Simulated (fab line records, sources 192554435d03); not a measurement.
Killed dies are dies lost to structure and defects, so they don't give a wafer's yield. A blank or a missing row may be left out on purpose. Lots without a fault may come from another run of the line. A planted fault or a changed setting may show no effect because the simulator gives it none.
Which tool did it? | flow n5_finfet | 24 lots, 72 wafers sampled, at 6 steps of a route of 1938

WHAT THE GAUGES READ, wafer by wafer
N5_BEOL_M1_OVL_MEAS_29.
lot  | measured     | on         | V0_OVL (nm)
L074 | day 6 01:43  | overlay-02 | -1.6 -0.9 -1.9
L075 | day 6 13:18  | overlay-02 | -1.3 -0.1 -0.1
L076 | day 6 19:34  | overlay-01 | -0.8 -0.8 0.6
L077 | day 6 20:35  | overlay-01 | -1.5 -1.6 -0.8
L078 | day 7 06:22  | overlay-01 | -1.2 -0.8 -0.3
L079 | day 7 09:40  | overlay-01 | 0.0 -0.4 0.0
L080 | day 7 15:00  | overlay-01 | -0.1 -0.3 1.3
L081 | day 7 23:11  | overlay-02 | -0.1 0.1 -0.6
L082 | day 8 04:04  | overlay-01 | 0.0 0.6 -0.2
L083 | day 8 08:46  | overlay-02 | -1.3 -0.1 -0.3
L084 | day 8 16:16  | overlay-02 | -0.5 -1.1 -1.3
L085 | day 9 02:52  | overlay-02 | -0.3 -0.2 -1.4
L087 | day 9 13:19  | overlay-02 | -0.7 -0.5 -0.4
L086 | day 9 13:30  | overlay-01 | -0.7 -1.0 -0.4
L088 | day 9 17:08  | overlay-02 | -0.1 -0.1 -0.9
L089 | day 9 22:00  | overlay-02 | -0.6 -0.5 -1.0
L090 | day 10 02:02 | overlay-01 | 0.0 -0.2 -0.4
L091 | day 10 11:47 | overlay-02 | -0.8 -0.3 -0.1
L092 | day 10 12:43 | overlay-02 | -0.5 -0.3 -0.4
L093 | day 10 18:19 | overlay-02 | 0.1 -0.3 -1.4
L094 | day 11 04:42 | overlay-02 | 0.0 -0.9 -0.3
L096 | day 11 12:48 | overlay-01 | 0.1 0.6 0.4
L095 | day 11 13:02 | overlay-02 | -0.5 -0.5 0.0
L097 | day 12 05:00 | overlay-01 | -0.7 0.0 -1.5

N5_BEOL_M1_RS_MEAS_58: measures by four-point-probe.
lot  | measured     | on            | M1_RS (ohm/sq)
L074 | day 6 18:58  | film_metro-01 | 0.68 0.68 0.63
L075 | day 6 22:44  | film_metro-01 | 0.69 0.69 0.72
L076 | day 7 01:23  | film_metro-01 | 0.66 0.66 0.71
L077 | day 7 02:14  | film_metro-02 | 0.65 0.69 0.68
L078 | day 7 13:44  | film_metro-01 | 0.70 0.68 0.64
L079 | day 7 18:10  | film_metro-01 | 0.76 0.69 0.73
L080 | day 8 01:30  | film_metro-01 | 0.69 0.66 0.66
L081 | day 8 09:10  | film_metro-02 | 0.63 0.66 0.63
L082 | day 8 13:22  | film_metro-02 | 0.73 0.70 0.66
L083 | day 8 19:31  | film_metro-01 | 0.70 0.67 0.66
L084 | day 9 00:07  | film_metro-02 | 0.71 0.73 0.73
L085 | day 9 16:33  | film_metro-02 | 0.66 0.64 0.64
L087 | day 10 01:35 | film_metro-02 | 0.67 0.63 0.62
L086 | day 10 04:23 | film_metro-01 | 0.69 0.72 0.64
L088 | day 10 03:56 | film_metro-02 | 0.65 0.64 0.62
L089 | day 10 07:02 | film_metro-01 | 0.69 0.67 0.64
L090 | day 10 08:39 | film_metro-01 | 0.69 0.66 0.65
L091 | day 10 21:39 | film_metro-01 | 0.67 0.64 0.63
L092 | day 11 01:51 | film_metro-02 | 0.63 0.63 0.61
L093 | day 11 08:50 | film_metro-02 | 0.71 0.70 0.68
L094 | day 11 21:17 | film_metro-01 | 0.66 0.71 0.68
L096 | day 11 22:10 | film_metro-02 | 0.69 0.64 0.62
L095 | day 12 01:04 | film_metro-01 | 0.64 0.66 0.62
L097 | day 12 18:26 | film_metro-01 | 0.68 0.66 0.68

WHICH TOOL RAN EACH LOT (tool, then ch and the chambers of the sampled wafers, then the start)
lot  | N5_BEOL_M1_PECVD_72             | N5_BEOL_M1_SPUTTER_90        | N5_BEOL_M1_SPUTTER_94        | N5_BEOL_M1_DEP_57
L074 | pecvd-01 ch 0,1, day 6 00:13    | pvd_sputter-01, day 6 17:16  | pvd_sputter-01, day 6 17:42  | pecvd-01 ch 0,1,2, day 6 18:54
L075 | pecvd-04 ch 0,1, day 6 10:25    | pvd_sputter-01, day 6 21:01  | pvd_sputter-01, day 6 21:28  | pecvd-04 ch 0,1,2, day 6 22:40
L076 | pecvd-01 ch 0,1,2, day 6 17:02  | pvd_sputter-03, day 6 23:40  | pvd_sputter-03, day 7 00:06  | pecvd-02 ch 0,2, day 7 01:19
L077 | pecvd-04 ch 0,1,2, day 6 18:06  | pvd_sputter-02, day 7 00:25  | pvd_sputter-02, day 7 00:52  | pecvd-01 ch 0,1,2, day 7 02:10
L078 | pecvd-04 ch 0,1,2, day 7 02:44  | pvd_sputter-02, day 7 11:58  | pvd_sputter-02, day 7 12:25  | pecvd-04 ch 0,2, day 7 13:40
L079 | pecvd-02 ch 0,2, day 7 06:14    | pvd_sputter-02, day 7 16:28  | pvd_sputter-02, day 7 16:55  | pecvd-02 ch 0,1, day 7 18:07
L080 | pecvd-01 ch 0,1,2, day 7 11:34  | pvd_sputter-01, day 7 23:44  | pvd_sputter-01, day 8 00:11  | pecvd-02 ch 0,1,2, day 8 01:27
L081 | pecvd-01 ch 0,1, day 7 20:03    | pvd_sputter-02, day 8 07:27  | pvd_sputter-02, day 8 07:53  | pecvd-02 ch 1,2, day 8 09:06
L082 | pecvd-04 ch 0,2, day 7 22:55    | pvd_sputter-02, day 8 11:26  | pvd_sputter-02, day 8 11:52  | pecvd-01 ch 0,1,2, day 8 13:18
L083 | pecvd-02 ch 0,2, day 8 06:17    | pvd_sputter-02, day 8 17:47  | pvd_sputter-02, day 8 18:14  | pecvd-01 ch 1, day 8 19:26
L084 | pecvd-01 ch 0,1,2, day 8 14:23  | pvd_sputter-02, day 8 22:22  | pvd_sputter-02, day 8 22:49  | pecvd-01 ch 1, day 9 00:01
L085 | pecvd-02 ch 0,2, day 8 23:52    | pvd_sputter-03, day 9 14:39  | pvd_sputter-03, day 9 15:05  | pecvd-02 ch 1,2, day 9 16:29
L087 | pecvd-01 ch 0,1, day 9 07:34    | pvd_sputter-02, day 9 23:50  | pvd_sputter-02, day 10 00:16 | pecvd-04 ch 0,1, day 10 01:30
L086 | pecvd-02 ch 1,2, day 9 07:37    | pvd_sputter-03, day 10 02:28 | pvd_sputter-03, day 10 02:54 | pecvd-04 ch 0, day 10 04:18
L088 | pecvd-04 ch 0,1, day 9 14:58    | pvd_sputter-01, day 10 02:13 | pvd_sputter-01, day 10 02:40 | pecvd-02 ch 1,2, day 10 03:52
L089 | pecvd-04 ch 0,1, day 9 19:16    | pvd_sputter-03, day 10 05:04 | pvd_sputter-03, day 10 05:30 | pecvd-01 ch 0,2, day 10 06:58
L090 | pecvd-01 ch 0,1,2, day 9 23:29  | pvd_sputter-02, day 10 06:25 | pvd_sputter-02, day 10 06:52 | pecvd-01 ch 0,1, day 10 08:35
L091 | pecvd-02 ch 0,2, day 10 08:50   | pvd_sputter-03, day 10 19:56 | pvd_sputter-03, day 10 20:23 | pecvd-02 ch 0,1,2, day 10 21:35
L092 | pecvd-02 ch 1,2, day 10 10:17   | pvd_sputter-03, day 11 00:08 | pvd_sputter-03, day 11 00:35 | pecvd-04 ch 0,2, day 11 01:47
L093 | pecvd-04 ch 1,2, day 10 16:17   | pvd_sputter-01, day 11 07:08 | pvd_sputter-01, day 11 07:34 | pecvd-01 ch 0,2, day 11 08:46
L094 | pecvd-04 ch 0,1,2, day 11 02:46 | pvd_sputter-02, day 11 19:34 | pvd_sputter-02, day 11 20:00 | pecvd-01 ch 1,2, day 11 21:13
L096 | pecvd-02 ch 1,2, day 11 11:09   | pvd_sputter-01, day 11 20:11 | pvd_sputter-01, day 11 20:38 | pecvd-01 ch 0,1,2, day 11 22:05
L095 | pecvd-02 ch 0,1,2, day 11 11:26 | pvd_sputter-03, day 11 23:17 | pvd_sputter-03, day 11 23:46 | pecvd-04 ch 1,2, day 12 01:00
L097 | pecvd-01 ch 0,2, day 12 00:38   | pvd_sputter-01, day 12 16:43 | pvd_sputter-01, day 12 17:10 | pecvd-04 ch 0,2, day 12 18:22
- N5_BEOL_M1_PECVD_72: deposits SiO2 from TEOS/O2, target thk 16 nm, time 18 s.
- N5_BEOL_M1_SPUTTER_90: material Cu, target thk 4.5 nm, time 8.29 s.
- N5_BEOL_M1_SPUTTER_94: material Cu, target thk 4.5 nm, time 8.29 s.
- N5_BEOL_M1_DEP_57: deposits SiCN from 3MS/NH3, target thk 8 nm, time 14 s.

WHAT THE TOOLS THEMSELVES READ (means of the sampled wafers that have a number; where no wafer has one, the mark that the record gives instead)
N5_BEOL_M1_PECVD_72.
lot  | tool     | heater_power_w (W) | showerhead_plenum_p_Torr (Torr) | throttle_valve_pct (%)
L074 | pecvd-01 | 889                | 8.74                            | 23.1
L075 | pecvd-04 | 596                | 8.75                            | 22.2
L076 | pecvd-01 | 895                | 8.75                            | 22.3
L077 | pecvd-04 | 654                | 8.75                            | 22.3
L078 | pecvd-04 | 625                | 8.76                            | 22.5
L079 | pecvd-02 | 638                | 8.78                            | 21.0
L080 | pecvd-01 | 887                | 8.78                            | 22.5
L081 | pecvd-01 | 894                | 8.75                            | 23.1
L082 | pecvd-04 | 780                | 8.77                            | 22.6
L083 | pecvd-02 | 681                | 8.78                            | 21.0
L084 | pecvd-01 | 946                | 8.76                            | 22.3
L085 | pecvd-02 | 671                | 8.79                            | 21.6
L087 | pecvd-01 | 851                | 8.78                            | 22.9
L086 | pecvd-02 | 665                | 8.78                            | 22.5
L088 | pecvd-04 | 562                | 8.74                            | 22.3
L089 | pecvd-04 | 646                | 8.74                            | 22.2
L090 | pecvd-01 | 909                | 8.77                            | 22.5
L091 | pecvd-02 | 662                | 8.76                            | 21.6
L092 | pecvd-02 | 627                | 8.78                            | 22.6
L093 | pecvd-04 | 605                | 8.75                            | 21.7
L094 | pecvd-04 | 671                | 8.75                            | 21.9
L096 | pecvd-02 | 594                | 8.78                            | 22.5
L095 | pecvd-02 | 641                | 8.79                            | 22.1
L097 | pecvd-01 | 927                | 8.77                            | 21.7

N5_BEOL_M1_SPUTTER_90.
lot  | tool           | chuck_gas_flow_sccm (sccm) | throttle_valve_pct (%)
L074 | pvd_sputter-01 | 1.26                       | 31.8
L075 | pvd_sputter-01 | 1.24                       | 29.4
L076 | pvd_sputter-03 | 1.28                       | 30.1
L077 | pvd_sputter-02 | 1.27                       | 29.0
L078 | pvd_sputter-02 | 1.22                       | 28.8
L079 | pvd_sputter-02 | 1.26                       | 29.4
L080 | pvd_sputter-01 | 1.26                       | 30.3
L081 | pvd_sputter-02 | 1.28                       | 28.9
L082 | pvd_sputter-02 | 1.24                       | 29.0
L083 | pvd_sputter-02 | 1.22                       | 28.8
L084 | pvd_sputter-02 | 1.19                       | 28.7
L085 | pvd_sputter-03 | 1.29                       | 30.0
L087 | pvd_sputter-02 | 1.28                       | 28.8
L086 | pvd_sputter-03 | 1.22                       | 30.1
L088 | pvd_sputter-01 | 1.24                       | 29.8
L089 | pvd_sputter-03 | 1.25                       | 30.0
L090 | pvd_sputter-02 | 1.22                       | 29.2
L091 | pvd_sputter-03 | 1.23                       | 29.5
L092 | pvd_sputter-03 | 1.30                       | 29.6
L093 | pvd_sputter-01 | 1.28                       | 30.7
L094 | pvd_sputter-02 | 1.26                       | 29.3
L096 | pvd_sputter-01 | 1.27                       | 30.6
L095 | pvd_sputter-03 | 1.29                       | 30.0
L097 | pvd_sputter-01 | 1.28                       | 30.0

N5_BEOL_M1_SPUTTER_94.
lot  | tool           | chuck_gas_flow_sccm (sccm) | throttle_valve_pct (%)
L074 | pvd_sputter-01 | 1.26                       | 31.9
L075 | pvd_sputter-01 | 1.27                       | 29.5
L076 | pvd_sputter-03 | 1.26                       | 30.0
L077 | pvd_sputter-02 | 1.25                       | 29.0
L078 | pvd_sputter-02 | 1.23                       | 28.9
L079 | pvd_sputter-02 | 1.30                       | 29.3
L080 | pvd_sputter-01 | 1.25                       | 30.5
L081 | pvd_sputter-02 | 1.27                       | 28.7
L082 | pvd_sputter-02 | 1.23                       | 29.0
L083 | pvd_sputter-02 | 1.20                       | 28.7
L084 | pvd_sputter-02 | 1.16                       | 28.5
L085 | pvd_sputter-03 | 1.29                       | 30.0
L087 | pvd_sputter-02 | 1.27                       | 28.8
L086 | pvd_sputter-03 | 1.27                       | 30.2
L088 | pvd_sputter-01 | 1.33                       | 30.1
L089 | pvd_sputter-03 | 1.30                       | 29.9
L090 | pvd_sputter-02 | 1.29                       | 29.2
L091 | pvd_sputter-03 | 1.25                       | 29.6
L092 | pvd_sputter-03 | 1.30                       | 29.6
L093 | pvd_sputter-01 | 1.26                       | 30.7
L094 | pvd_sputter-02 | 1.27                       | 29.3
L096 | pvd_sputter-01 | 1.32                       | 30.7
L095 | pvd_sputter-03 | 1.26                       | 30.0
L097 | pvd_sputter-01 | 1.25                       | 30.0

N5_BEOL_M1_DEP_57.
lot  | tool     | showerhead_plenum_p_Torr (Torr) | throttle_valve_pct (%)
L074 | pecvd-01 | 3.656                           | 9.0
L075 | pecvd-04 | 3.659                           | 9.2
L076 | pecvd-02 | 3.668                           | 8.6
L077 | pecvd-01 | 3.661                           | 9.0
L078 | pecvd-04 | 3.657                           | 9.3
L079 | pecvd-02 | 3.664                           | 9.1
L080 | pecvd-02 | 3.659                           | 8.9
L081 | pecvd-02 | 3.665                           | 9.0
L082 | pecvd-01 | 3.659                           | 9.1
L083 | pecvd-01 | 3.648                           | 9.3
L084 | pecvd-01 | 3.650                           | 9.5
L085 | pecvd-02 | 3.664                           | 8.7
L087 | pecvd-04 | 3.658                           | 8.9
L086 | pecvd-04 | 3.658                           | 9.2
L088 | pecvd-02 | 3.667                           | 9.4
L089 | pecvd-01 | 3.664                           | 9.3
L090 | pecvd-01 | 3.651                           | 9.2
L091 | pecvd-02 | 3.662                           | 9.0
L092 | pecvd-04 | 3.658                           | 9.0
L093 | pecvd-01 | 3.664                           | 8.7
L094 | pecvd-01 | 3.651                           | 8.9
L096 | pecvd-01 | 3.662                           | 9.2
L095 | pecvd-04 | 3.656                           | 8.6
L097 | pecvd-04 | 3.659                           | 8.7

THE ANSWER, worked out from the rows above alone
Rule: what is usual is taken from the lots themselves. Put in order of their means at a reading, lots are off if they are a third of the lots or fewer, leave a main group of 4 or more, and stand apart from it by a gap of 3 or more times the standard deviation of the main group's means; of several such gaps the widest counts. A main group whose means are all the same, to the digits that the tables above print for the reading, isn't used. A lot without any number at a reading at which 4 lots or more have one is off too. The other lots that the step has rows for count as sound. The gauges are gone through in route order, then the tools' own readings, and for those a lot's mean is taken as printed above. The first step at which some lot is off is used, and at that step the reading that is off furthest; a lot without a number counts as furthest.
No lot is off at any reading shown: from this, nothing can be told.

WHAT THE SIMULATOR HAD PUT IN
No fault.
